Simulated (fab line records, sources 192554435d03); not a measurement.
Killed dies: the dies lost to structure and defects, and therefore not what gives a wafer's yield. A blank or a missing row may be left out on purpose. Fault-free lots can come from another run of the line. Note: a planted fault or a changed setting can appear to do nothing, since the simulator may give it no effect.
fab line records ; flow n5_finfet
record lots=7; wafers=21
route steps=1938 shown BEOL_M10@1499 BEOL_M11@1579 BEOL_M13@1661 BEOL_M14@1737
start_h: start of the lot's first displayed wafer, in hours after the record's first day ; wait_h: time in hours since the lot's previous step ; " same as the row above ; L1.1+2: several wafers, shown together as one row ; - no value, or no start was given ; * or withheld: withheld ; < > ~ a bound
route shown NAME@n: names a module that has steps shown in the file, with the first one's number in the route ; usual: mean/standard deviation of fault-free wafers ; same: alike in all rows ; chamber/n: place in a boat ; sites: each site's reading ; _std_site: standard deviation of those values ; _edge_site: outer sites' mean less inner sites' ; radius_mm: how far each site lies from the wafer's centre ; mask NAME#n: copy n ; behind: tool/chamber where the wafer was last shaped ; hold: cause of the lot's hold/its duration in hours/its outcome ; device: the transistor (n, p or np) that didn't switch ; end of line: the same wafers' tests at the end of the route ; step lacking rows: just its recipe ; killed: at the first sort, the dies lost to defects and structure; wafer yield is something else ; map: the dies of a wafer, with x for killed, . for not killed, _ for no die there
set.NAME: the run value of the setting; set.NAME@STEP: its run value at that earlier step ; model.NAME: the simulator's own value behind a step, which no gauge read
lots where settings were altered on purpose, with a table for each step and a row for each wafer
## steps
# step N5_BEOL_M10_EXPOSE_25
# recipe mask_id=V9; na=1.35; source_shape=annular; sigma_inner=0.5; sigma_outer=0.8; polarization=unpolarized; dose_mj=85.5
lot.wafer;tool;chamber;start_h;wait_h;mask;set.dose_mj
L076.1+5+6;arfi_scanner-03;0;235.42;-;V9#0;85.5
L080.2+5;arfi_scanner-01;0;258.62;-;V9#0;90.92
L080.4;arfi_scanner-01;0;258.62;-;V9#0;85.5
L081.2;arfi_scanner-02;0;263.07;-;V9#0;85.5
L081.3+4;arfi_scanner-02;0;263.07;-;V9#0;82.58
L084.3+5;arfi_scanner-01;0;282.62;-;V9#0;79.23
L084.6;arfi_scanner-01;0;282.62;-;V9#0;85.5
L091.1+4+5;arfi_scanner-01;0;334.58;-;V9#0;85.5
L094.1+5;arfi_scanner-01;0;344.23;-;V9#0;81.36
L094.2;arfi_scanner-01;0;344.23;-;V9#0;85.5
L093.3+5+6;arfi_scanner-03;0;347.28;-;V9#0;85.5
# step N5_BEOL_M10_PEB_26
# recipe peb_temp_c=withheld; peb_time_s=60; resist=CAR-ArF
# step N5_BEOL_M10_DEVELOP_27
# recipe develop_time_s=30; developer=TMAH; resist=CAR-ArF; rinse_liquid=diw; dry=air_spin; dev_temp_c=23
# step N5_BEOL_M10_CD_MEAS_28
# recipe target_cd_nm=70; landing_energy_ev=500; detector=se_inlens; polarity=opening
# usual cd_nm=69.5/1
lot.wafer;tool;chamber;start_h;wait_h;set.dose_mj@BEOL_M10_EXPOSE_25;cd_nm
L076.1;cd_sem-01;0;235.56;-;85.5;69.1
L076.5;cd_sem-01;0;235.56;-;85.5;69.3
L076.6;cd_sem-01;0;235.56;-;85.5;68.5
L080.2;cd_sem-03;0;258.75;-;90.92;74.3
L080.4;cd_sem-03;0;258.75;-;85.5;67.8
L080.5;cd_sem-03;0;258.75;-;90.92;75.8
L081.2;cd_sem-01;0;263.20;-;85.5;70.3
L081.3;cd_sem-01;0;263.20;-;82.58;68.7
L081.4;cd_sem-01;0;263.20;-;82.58;68.5
L084.3;cd_sem-02;0;282.74;-;79.23;64.8
L084.5;cd_sem-02;0;282.74;-;79.23;62.2
L084.6;cd_sem-02;0;282.74;-;85.5;70.6
L091.1;cd_sem-02;0;334.71;-;85.5;68.6
L091.4;cd_sem-02;0;334.71;-;85.5;69.8
L091.5;cd_sem-02;0;334.71;-;85.5;67.7
L094.1;cd_sem-03;0;344.36;-;81.36;64.1
L094.2;cd_sem-03;0;344.36;-;85.5;70.5
L094.5;cd_sem-03;0;344.36;-;81.36;67.9
L093.3;cd_sem-02;0;347.40;-;85.5;69.4
L093.5;cd_sem-02;0;347.40;-;85.5;68.4
L093.6;cd_sem-02;0;347.40;-;85.5;68.9
# step N5_BEOL_M10_DESCUM_33
# recipe chemistry=O2; time_s=7.9; source_power_w=50; bias_power_w=20; pressure_mtorr=20; rf_frequency_hz=2.712e+07; temp_c=40; resist=CAR-ArF; o2_flow_sccm=225
# step N5_BEOL_M10_ETCH_65
# recipe chemistry=CF4; target=SiARC; target_depth_a=390; mask_material=CAR-ArF; time_s=65; ion_energy_ev=80; pressure_mtorr=40; source_w=545; bias_w=36; Ar_flow_sccm=100; cf4_flow_sccm=100; ends=cleared
lot.wafer;tool;chamber;start_h;wait_h;set.spin_rpm@BEOL_M10_COAT_64;model.etch.depth_nm;model.CAR-ArF_of_BEOL_M10_COAT_22.thk_nm
L076.1;rie_diel-05;2;235.68;0.0;1500;30.01;55.2
L076.5;rie_diel-05;3;235.68;0.0;1432;30.78;54.8
L076.6;rie_diel-05;0;235.68;0.0;1432;30.79;54.4
L080.2;rie_diel-01;2;258.90;0.0;1500;30.06;55.6
L080.4;rie_diel-01;1;258.90;0.0;1500;30.02;55.6
L080.5;rie_diel-01;2;258.90;0.0;1500;30.01;55.8
L081.2;rie_diel-05;2;263.35;0.0;1500;30.14;55.8
L081.3;rie_diel-05;0;263.35;0.0;1500;30.18;55.6
L081.4;rie_diel-05;1;263.35;0.0;1500;30.15;55.4
L084.3;rie_diel-05;3;282.98;0.0;1500;30.16;55.6
L084.5;rie_diel-05;2;282.98;0.0;1644;28.73;56.6
L084.6;rie_diel-05;1;282.98;0.0;1500;30.05;55.4
L091.1+4;rie_diel-05;2,0;335.08;0.0;1500;29.98;55.6
L091.5;rie_diel-05;3;335.08;0.0;1500;29.86;55.8
L094.1;rie_diel-02;1;344.54;0.0;1500;29.89;55.6
L094.2;rie_diel-02;0;344.54;0.0;1500;29.84;55.6
L094.5;rie_diel-02;3;344.54;0.0;1500;29.86;55
L093.3;rie_diel-05;3;347.57;0.0;1359;31.57;54
L093.5;rie_diel-05;0;347.57;0.0;1500;30.01;55.2
L093.6;rie_diel-05;3;347.57;0.0;1500;29.95;55.4
# step N5_BEOL_M11_ETCH_41
# recipe chemistry=CH3F/O2; target=SiCN; target_depth_a=426; taper_deg=2; time_s=86; ion_energy_ev=120; mask_material=TiN; pressure_mtorr=30; source_w=395; bias_w=75; Ar_flow_sccm=150; CH3F_flow_sccm=30; O2_flow_sccm=20
lot.wafer;tool;chamber;start_h;wait_h;set.time_s;model.etch.depth_nm
L076.1;rie_diel-06;2;-;-;86;32.55
L076.5;rie_diel-06;3;-;-;86;32.46
L076.6;rie_diel-06;0;-;-;86;31.91
L080.2;rie_diel-03;2;-;-;86;32.96
L080.4;rie_diel-03;0;-;-;86;33.58
L080.5;rie_diel-03;3;-;-;86;32.71
L081.2;rie_diel-06;1;-;-;86;32.88
L081.3;rie_diel-06;2;-;-;95.91;36.3
L081.4;rie_diel-06;0;-;-;86;33.92
L084.3;rie_diel-03;1;-;-;72.53;27.62
L084.5;rie_diel-03;1;-;-;72.53;27.51
L084.6;rie_diel-03;3;-;-;72.53;27.35
L091.1;rie_diel-06;3;-;-;86;32.28
L091.4;rie_diel-06;0;-;-;86;33.72
L091.5;rie_diel-06;1;-;-;86;32.79
L094.1;rie_diel-06;1;-;-;86;33.14
L094.2;rie_diel-06;3;-;-;69.01;25.93
L094.5;rie_diel-06;2;-;-;86;33.4
L093.3;rie_diel-04;0;-;-;86;32.43
L093.5;rie_diel-04;1;-;-;86;30.45
L093.6;rie_diel-04;0;-;-;86;32.42
# step N5_BEOL_M13_COAT_58
# recipe resist=BARC; temp_c=205; time_s=60; spin_rpm=1500; resist_thk_nm=89
lot.wafer;tool;chamber;start_h;wait_h;set.spin_rpm;model.BARC_of_BEOL_M13_COAT_58.thk_nm
L076.1;litho_track-02;0;251.29;0.0;1500;89
L076.5;litho_track-02;0;251.29;0.0;1500;88.8
L076.6;litho_track-02;0;251.29;0.0;1429;91
L080.2;litho_track-02;0;273.10;0.0;1500;88.8
L080.4+5;litho_track-02;0;273.10;0.0;1350;93.6
L081.2+3;litho_track-02;0;285.72;0.0;1339;94.2
L081.4;litho_track-02;0;285.72;0.0;1500;88.6
L084.3;litho_track-01;0;313.36;0.0;1500;88.4
L084.5;litho_track-01;0;313.36;0.0;1578;86.4
L084.6;litho_track-01;0;313.36;0.0;1578;86.8
L091.1+4+5;litho_track-01;0;353.24;0.0;1500;89
L094.1+2;litho_track-04;0;361.05;0.0;1500;89.2
L094.5;litho_track-04;0;361.05;0.0;1500;89.4
L093.3+6;litho_track-01;0;367.38;0.0;1500;88.8
L093.5;litho_track-01;0;367.38;0.0;1500;89
# step N5_BEOL_M13_COAT_04
# recipe spin_rpm=1625; resist_thk_nm=400
# step N5_BEOL_M13_EBR_06
# recipe solvent=PGMEA; ebr_width_mm=1.5
# step N5_BEOL_M13_DESCUM_15
# recipe chemistry=O2; time_s=7.9; source_power_w=50; bias_power_w=20; pressure_mtorr=20; rf_frequency_hz=2.712e+07; temp_c=40; o2_flow_sccm=225
# step N5_BEOL_M13_ETCH_59
# recipe chemistry=N2/H2; target=BARC; target_depth_a=890; overetch_a=267; time_s=67.9; ion_energy_ev=200; pressure_mtorr=30; source_w=840; bias_w=150; n2_flow_sccm=200; h2_flow_sccm=200
lot.wafer;tool;chamber;start_h;wait_h;set.spin_rpm@BEOL_M13_COAT_58;model.etch.depth_nm
L076.1;rie_diel-04;3;251.81;0.0;1500;89.04
L076.5;rie_diel-04;1;251.81;0.0;1500;88.9
L076.6;rie_diel-04;3;251.81;0.0;1429;90.99
L080.2;rie_diel-03;2;273.49;0.0;1500;88.7
L080.4;rie_diel-03;3;273.49;0.0;1350;93.63
L080.5;rie_diel-03;2;273.49;0.0;1350;93.58
L081.2;rie_diel-03;1;286.26;0.0;1339;94.2
L081.3;rie_diel-03;2;286.26;0.0;1339;94.28
L081.4;rie_diel-03;1;286.26;0.0;1500;88.62
L084.3;rie_diel-03;1;313.75;0.0;1500;88.46
L084.5;rie_diel-03;1;313.75;0.0;1578;86.49
L084.6;rie_diel-03;0;313.75;0.0;1578;86.72
L091.1;rie_diel-04;3;353.76;0.0;1500;89.03
L091.4;rie_diel-04;0;353.76;0.0;1500;89.09
L091.5;rie_diel-04;1;353.76;0.0;1500;88.92
L094.1;rie_diel-04;1;361.67;0.0;1500;89.25
L094.2;rie_diel-04;0;361.67;0.0;1500;89.22
L094.5;rie_diel-04;1;361.67;0.0;1500;89.31
L093.3;rie_diel-06;2;368.07;0.0;1500;88.74
L093.5;rie_diel-06;1;368.07;0.0;1500;89.09
L093.6;rie_diel-06;3;368.07;0.0;1500;88.73
# step N5_BEOL_M13_VIA_ETCH_16
# recipe chemistry=C4F8/O2/Ar; target=SiOC; pressure_mtorr=30; source_w=3000; bias_w=700; Ar_flow_sccm=400; C4F8_flow_sccm=15; O2_flow_sccm=8; he_inner_torr=15; he_outer_torr=30; target_depth_a=9217; time_s=withheld; ion_energy_ev=250; ends=cleared
# step N5_BEOL_M13_STRIP_63
# recipe chemistry=N2/H2; power_w=1000; temp_c=250; h2_frac=0.65; overash_fraction=0.3; pressure_mtorr=1000; n2_flow_sccm=1750; h2_flow_sccm=3250
# step N5_BEOL_M13_STRIP_64
# recipe chemistry=N2/H2; power_w=1000; temp_c=250; h2_frac=0.65; overash_fraction=0.3; pressure_mtorr=withheld; n2_flow_sccm=1750; h2_flow_sccm=3250
# usual strip_time_to_endpoint_s=31.30/0.069
lot.wafer;tool;chamber;start_h;wait_h;set.spin_rpm@BEOL_M13_COAT_58;strip_time_to_endpoint_s
L076.1;plasma_asher-02;1;252.17;0.0;1500;31.32
L076.5;plasma_asher-02;1;252.17;0.0;1500;31.27
L076.6;plasma_asher-02;0;252.17;0.0;1429;31.88
L080.2;plasma_asher-01;1;273.84;0.0;1500;31.24
L080.4;plasma_asher-01;0;273.84;0.0;1350;32.63
L080.5;plasma_asher-01;0;273.84;0.0;1350;32.61
L081.2;plasma_asher-01;1;286.74;0.0;1339;32.80
L081.3;plasma_asher-01;1;286.74;0.0;1339;32.81
L081.4;plasma_asher-01;0;286.74;0.0;1500;31.18
L084.3;plasma_asher-01;1;314.12;0.0;1500;31.15
L084.5;plasma_asher-01;1;314.12;0.0;1578;30.59
L084.6;plasma_asher-01;0;314.12;0.0;1578;30.66
L091.1;plasma_asher-01;0;354.11;0.0;1500;31.33
L091.4;plasma_asher-01;0;354.11;0.0;1500;31.34
L091.5;plasma_asher-01;1;354.11;0.0;1500;31.29
L094.1;plasma_asher-01;1;362.01;0.0;1500;31.37
L094.2;plasma_asher-01;0;362.01;0.0;1500;31.38
L094.5;plasma_asher-01;0;362.01;0.0;1500;31.38
L093.3;plasma_asher-02;0;368.43;0.0;1500;31.23
L093.5;plasma_asher-02;0;368.43;0.0;1500;31.34
L093.6;plasma_asher-02;1;368.43;0.0;1500;31.22
# step N5_BEOL_M13_TRENCH_ETCH_34
# recipe chemistry=C4F8/O2/Ar; target=SiOC; target_depth_a=4134.7; mask_material=SOC; pressure_mtorr=30; source_w=3000; bias_w=700; Ar_flow_sccm=400; C4F8_flow_sccm=15; O2_flow_sccm=8; he_inner_torr=15; he_outer_torr=30; time_s=162.6; ion_energy_ev=250
lot.wafer;tool;chamber;start_h;wait_h;set.time_s;model.etch.depth_nm
L076.1;rie_diel-06;1;253.25;0.0;162.6;409.6
L076.5;rie_diel-06;2;253.25;0.0;162.6;417.5
L076.6;rie_diel-06;1;253.25;0.0;140.3;354
L080.2;rie_diel-06;3;274.95;0.0;162.6;407.2
L080.4;rie_diel-06;2;274.95;0.0;162.6;418.9
L080.5;rie_diel-06;1;274.95;0.0;145.1;372.2
L081.2;rie_diel-04;3;287.70;0.0;162.6;412.1
L081.3;rie_diel-04;1;287.70;0.0;162.6;408.6
L081.4;rie_diel-04;2;287.70;0.0;162.6;421.1
L084.3;rie_diel-03;2;315.07;0.0;191.7;494.7
L084.5;rie_diel-03;0;315.07;0.0;191.7;486.5
L084.6;rie_diel-03;1;315.07;0.0;162.6;413
L091.1;rie_diel-06;0;355.08;0.0;162.6;424.9
L091.4;rie_diel-06;2;355.08;0.0;162.6;416.9
L091.5;rie_diel-06;1;355.08;0.0;162.6;410.2
L094.1;rie_diel-04;2;362.98;0.0;140.7;364.6
L094.2;rie_diel-04;1;362.98;0.0;140.7;348.7
L094.5;rie_diel-04;1;362.98;0.0;162.6;403.8
L093.3;rie_diel-06;3;369.51;0.0;162.6;405.2
L093.5;rie_diel-06;3;369.51;0.0;162.6;409.2
L093.6;rie_diel-06;2;369.51;0.0;162.6;415.9
# step N5_BEOL_M13_STRIP_70
# recipe chemistry=C4F8/O2/Ar; resist=SiARC; rf_frequency_hz=6e+07
# step N5_BEOL_M13_OCD_MEAS_35
# usual trench_depth_nm=413/6.3
lot.wafer;tool;chamber;start_h;wait_h;set.time_s@BEOL_M13_TRENCH_ETCH_34;trench_depth_nm
L076.1;ocd-01;-;253.43;0.0;162.6;409
L076.5;ocd-01;-;253.43;0.0;162.6;417
L076.6;ocd-01;-;253.43;0.0;140.3;354
L080.2;ocd-02;-;275.13;0.0;162.6;407
L080.4;ocd-02;-;275.13;0.0;162.6;419
L080.5;ocd-02;-;275.13;0.0;145.1;372
L081.2;ocd-02;-;287.88;0.0;162.6;412
L081.3;ocd-02;-;287.88;0.0;162.6;409
L081.4;ocd-02;-;287.88;0.0;162.6;421
L084.3;ocd-02;-;315.25;0.0;191.7;495
L084.5;ocd-02;-;315.25;0.0;191.7;487
L084.6;ocd-02;-;315.25;0.0;162.6;413
L091.1;ocd-02;-;355.26;0.0;162.6;425
L091.4;ocd-02;-;355.26;0.0;162.6;417
L091.5;ocd-02;-;355.26;0.0;162.6;410
L094.1;ocd-01;-;363.15;0.0;140.7;365
L094.2;ocd-01;-;363.15;0.0;140.7;349
L094.5;ocd-01;-;363.15;0.0;162.6;404
L093.3;ocd-01;-;369.69;0.0;162.6;405
L093.5;ocd-01;-;369.69;0.0;162.6;409
L093.6;ocd-01;-;369.69;0.0;162.6;416
# step N5_BEOL_M13_SPUTTER_43
# recipe material=TaN; target_thk_a=150; temp_c=50; bias_v=168.6; power_w=15000; chamber_pressure_pa=0.12; time_s=24.19
lot.wafer;tool;chamber;start_h;wait_h;set.power_w;model.TaN_of_BEOL_M13_SPUTTER_43.thk_nm
L076.1+5;pvd_sputter-02;-;255.50;0.0;15000;14.8
L076.6;pvd_sputter-02;-;255.50;0.0;14220;14
L080.2;pvd_sputter-01;-;277.21;0.0;15000;15
L080.4;pvd_sputter-01;-;277.21;0.0;15970;16
L080.5;pvd_sputter-01;-;277.21;0.0;15970;16.2
L081.2;pvd_sputter-02;-;289.55;0.0;15000;15
L081.3;pvd_sputter-02;-;289.55;0.0;13490;13.6
L081.4;pvd_sputter-02;-;289.55;0.0;13490;13.4
L084.3;pvd_sputter-01;-;315.69;0.0;15000;15
L084.5;pvd_sputter-01;-;315.69;0.0;13650;13.6
L084.6;pvd_sputter-01;-;315.69;0.0;13650;13.4
L091.1+5;pvd_sputter-03;-;360.31;0.0;15000;15
L091.4;pvd_sputter-03;-;360.31;0.0;15000;15.4
L094.1+2;pvd_sputter-03;-;364.98;0.0;15000;15
L094.5;pvd_sputter-03;-;364.98;0.0;16020;16
L093.3+5;pvd_sputter-03;-;372.58;0.0;15000;15.4
L093.6;pvd_sputter-03;-;372.58;0.0;15000;15
# step N5_BEOL_M13_SPUTTER_44
# recipe material=Ta; target_thk_a=100; temp_c=50; bias_v=80; power_w=15000; chamber_pressure_pa=0.07; time_s=16.13
# step N5_BEOL_M13_SPUTTER_45
# recipe material=Cu; target_thk_a=800; temp_c=-20; bias_v=60; power_w=26000; chamber_pressure_pa=0.13; time_s=13.33
# step N5_BEOL_M13_ECD_47
# recipe material=Cu; target_thk_a=9360
# step N5_BEOL_M13_ANNEAL_48
# recipe temp_c=225; time_s=90; ambient=N2
# step N5_BEOL_M13_CMP_49
# recipe stop_on=SiOC; t_overpolish_s=17.1; down_force_psi=1; platen_rpm=50; clearing_platen_down_force_psi=1.5; clearing_platen_rpm=50; post_cmp_clean=cu_alkaline; target_thk_nm=420; clearing_platen_pad_velocity_m_s=0.99484; pad_velocity_m_s=0.99484
lot.wafer;tool;chamber;start_h;wait_h;set.time_s@BEOL_M13_TRENCH_ETCH_34;model.Cu_of_BEOL_M13_ECD_47.thk_nm
L076.1;cmp-03;2;256.32;0.3;162.6;416.2
L076.6;cmp-03;0;256.32;0.3;140.3;361.4
L076.5;cmp-03;1;256.32;0.3;162.6;424
L080.4;cmp-03;1;277.95;0.1;162.6;423.2
L080.2;cmp-03;2;277.95;0.1;162.6;414.2
L080.5;cmp-03;1;277.95;0.1;145.1;374.8
L081.3;cmp-01;0;290.88;0.2;162.6;420.6
L081.4;cmp-01;2;290.88;0.2;162.6;431
L081.2;cmp-01;3;290.88;0.2;162.6;421.8
L084.3;cmp-03;0;316.49;0.2;191.7;501.6
L084.5;cmp-03;0;316.49;0.2;191.7;494.6
L084.6;cmp-03;1;316.49;0.2;162.6;420.2
L091.4;cmp-02;3;361.38;0.2;162.6;420.2
L091.1;cmp-02;1;361.38;0.2;162.6;430
L091.5;cmp-02;2;361.38;0.2;162.6;417.8
L094.2;cmp-01;0;365.72;0.2;140.7;356
L094.1;cmp-01;3;365.72;0.2;140.7;371
L094.5;cmp-01;0;365.72;0.2;162.6;410.2
L093.3;cmp-03;3;373.39;0.2;162.6;413.2
L093.6;cmp-03;1;373.39;0.2;162.6;422.4
L093.5;cmp-03;2;373.39;0.2;162.6;417.4
# step N5_BEOL_M13_THK_MEAS_50
# recipe thk_meas_gauge=xrf; reads=Cu_of_BEOL_M13_ECD_47
# usual M13_THK=422/7.3
lot.wafer;tool;chamber;start_h;wait_h;set.time_s@BEOL_M13_TRENCH_ETCH_34;M13_THK[nm]
L076.1;film_metro-02;-;256.54;-;162.6;424
L076.5;film_metro-02;-;256.54;-;162.6;433
L076.6;film_metro-02;-;256.54;-;140.3;368
L080.2;film_metro-01;-;278.25;-;162.6;409
L080.4;film_metro-01;-;278.25;-;162.6;421
L080.5;film_metro-01;-;278.25;-;145.1;371
L081.2;film_metro-01;-;291.17;-;162.6;419
L081.3;film_metro-01;-;291.17;-;162.6;416
L081.4;film_metro-01;-;291.17;-;162.6;427
L084.3;film_metro-02;-;316.79;-;191.7;508
L084.5;film_metro-02;-;316.79;-;191.7;501
L084.6;film_metro-02;-;316.79;-;162.6;424
L091.1;film_metro-02;-;361.63;-;162.6;438
L091.4;film_metro-02;-;361.63;-;162.6;430
L091.5;film_metro-02;-;361.63;-;162.6;428
L094.1;film_metro-02;-;366.01;-;140.7;371
L094.2;film_metro-02;-;366.01;-;140.7;356
L094.5;film_metro-02;-;366.01;-;162.6;413
L093.3;film_metro-01;-;373.61;-;162.6;406
L093.5;film_metro-01;-;373.61;-;162.6;409
L093.6;film_metro-01;-;373.61;-;162.6;414
# step N5_BEOL_M13_PRE_CLEAN_52
# recipe gas=NH3; time_s=15; temp_c=withheld; rf_power_w=300
# step N5_BEOL_M13_DEP_53
# recipe material=SiCN; target_thk_a=500; temp_c=withheld; precursor=3MS/NH3; pressure_torr=3; rf_w=675; time_s=17.8
# step N5_BEOL_M13_RS_MEAS_54
# recipe thk_meas_gauge=four-point-probe; reads=Cu_of_BEOL_M13_ECD_47+Ta_of_BEOL_M13_SPUTTER_44+TaN_of_BEOL_M13_SPUTTER_43
# usual M13_RS=0.0450/0.00073
lot.wafer;tool;chamber;start_h;wait_h;set.time_s@BEOL_M13_TRENCH_ETCH_34;M13_RS[ohm/sq]
L076.1;film_metro-02;-;256.66;0.0;162.6;0.0454
L076.5;film_metro-02;-;256.66;0.0;162.6;0.0445
L076.6;film_metro-02;-;256.66;0.0;140.3;0.0525
L080.2;film_metro-02;-;278.38;0.1;162.6;0.0455
L080.4;film_metro-02;-;278.38;0.1;162.6;0.0445
L080.5;film_metro-02;-;278.38;0.1;145.1;0.0505
L081.2;film_metro-01;-;291.30;0.1;162.6;0.0447
L081.3;film_metro-01;-;291.30;0.1;162.6;0.0448
L081.4;film_metro-01;-;291.30;0.1;162.6;0.0437
L084.3;film_metro-01;-;316.95;0.1;191.7;0.0374
L084.5;film_metro-01;-;316.95;0.1;191.7;0.0380
L084.6;film_metro-01;-;316.95;0.1;162.6;0.0449
L091.1;film_metro-02;-;361.76;0.0;162.6;0.0438
L091.4;film_metro-02;-;361.76;0.0;162.6;0.0449
L091.5;film_metro-02;-;361.76;0.0;162.6;0.0452
L094.1;film_metro-02;-;366.14;0.0;140.7;0.0512
L094.2;film_metro-02;-;366.14;0.0;140.7;0.0534
L094.5;film_metro-02;-;366.14;0.0;162.6;0.0460
L093.3;film_metro-01;-;373.74;0.1;162.6;0.0457
L093.5;film_metro-01;-;373.74;0.1;162.6;0.0452
L093.6;film_metro-01;-;373.74;0.1;162.6;0.0447
# step N5_BEOL_M14_COAT_65
# recipe resist=SOC; temp_c=250; time_s=60; spin_rpm=1500; resist_thk_nm=450
lot.wafer;tool;chamber;start_h;wait_h;set.spin_rpm;model.SOC_of_BEOL_M14_COAT_65.thk_nm
L076.1;litho_track-05;0;257.91;0.0;1604;436.4
L076.5+6;litho_track-05;0;257.91;0.0;1500;449.6
L080.2;litho_track-03;0;279.50;0.0;1500;448.6
L080.4;litho_track-03;0;279.50;0.0;1500;449
L080.5;litho_track-03;0;279.50;0.0;1387;467.4
L081.2;litho_track-05;0;292.51;0.0;1500;449.2
L081.3;litho_track-05;0;292.51;0.0;1500;448.2
L081.4;litho_track-05;0;292.51;0.0;1500;449
L084.3;litho_track-02;0;318.19;0.0;1370;472.2
L084.5;litho_track-02;0;318.19;0.0;1500;452.4
L084.6;litho_track-02;0;318.19;0.0;1370;472.6
L091.1;litho_track-05;0;363.01;0.0;1500;450.6
L091.4;litho_track-05;0;363.01;0.0;1500;450
L091.5;litho_track-05;0;363.01;0.0;1500;450.4
L094.1;litho_track-05;0;367.67;0.0;1583;439.8
L094.2;litho_track-05;0;367.67;0.0;1583;439
L094.5;litho_track-05;0;367.67;0.0;1500;451
L093.3;litho_track-03;0;374.98;0.0;1500;451.2
L093.5;litho_track-03;0;374.98;0.0;1633;432.2
L093.6;litho_track-03;0;374.98;0.0;1633;432.4
## key
split step=N5_BEOL_M10_EXPOSE_25; setting=dose_mj; stated=85.5; by=wafer
response step=N5_BEOL_M10_CD_MEAS_28; reading=cd_nm; change=+0.971; per=1%; r=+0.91
split step=N5_BEOL_M11_ETCH_41; setting=time_s; stated=86; by=wafer
response step=N5_BEOL_M11_ETCH_41; reading=model.etch.depth_nm; change=+0.341; per=1%; r=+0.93
split step=N5_BEOL_M13_COAT_58; setting=spin_rpm; stated=1500; by=wafer
response step=N5_BEOL_M13_COAT_58; reading=model.BARC_of_BEOL_M13_COAT_58.thk_nm; change=-0.481; per=1%; r=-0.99
response step=N5_BEOL_M13_ETCH_59; reading=model.etch.depth_nm; change=-0.486; per=1%; r=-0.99
response step=N5_BEOL_M13_STRIP_64; reading=strip_time_to_endpoint_s; change=*; per=1%; r=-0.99
split step=N5_BEOL_M13_TRENCH_ETCH_34; setting=time_s; stated=162.6; by=wafer
response step=N5_BEOL_M13_TRENCH_ETCH_34; reading=model.etch.depth_nm; change=+4.07; per=1%; r=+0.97
response step=N5_BEOL_M13_OCD_MEAS_35; reading=trench_depth_nm; change=+4.09; per=1%; r=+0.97
response step=N5_BEOL_M13_CMP_49; reading=model.Cu_of_BEOL_M13_ECD_47.thk_nm; change=+4.1; per=1%; r=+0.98
response step=N5_BEOL_M13_THK_MEAS_50; reading=M13_THK; change=+4.23; per=1%; r=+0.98
response step=N5_BEOL_M13_RS_MEAS_54; reading=M13_RS; change=-0.000467; per=1%; r=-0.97
split step=N5_BEOL_M13_SPUTTER_43; setting=power_w; stated=15000; by=wafer
response step=N5_BEOL_M13_SPUTTER_43; reading=model.TaN_of_BEOL_M13_SPUTTER_43.thk_nm; change=+0.157; per=1%; r=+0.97
split step=N5_BEOL_M14_COAT_65; setting=spin_rpm; stated=1500; by=wafer
response step=N5_BEOL_M14_COAT_65; reading=model.SOC_of_BEOL_M14_COAT_65.thk_nm; change=-2.2; per=1%; r=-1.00
split outside_this_file step=N5_BEOL_M10_COAT_64 setting=spin_rpm
# split outside_this_file: this setting was split too, and the file shows its column; the key of that split is in another file
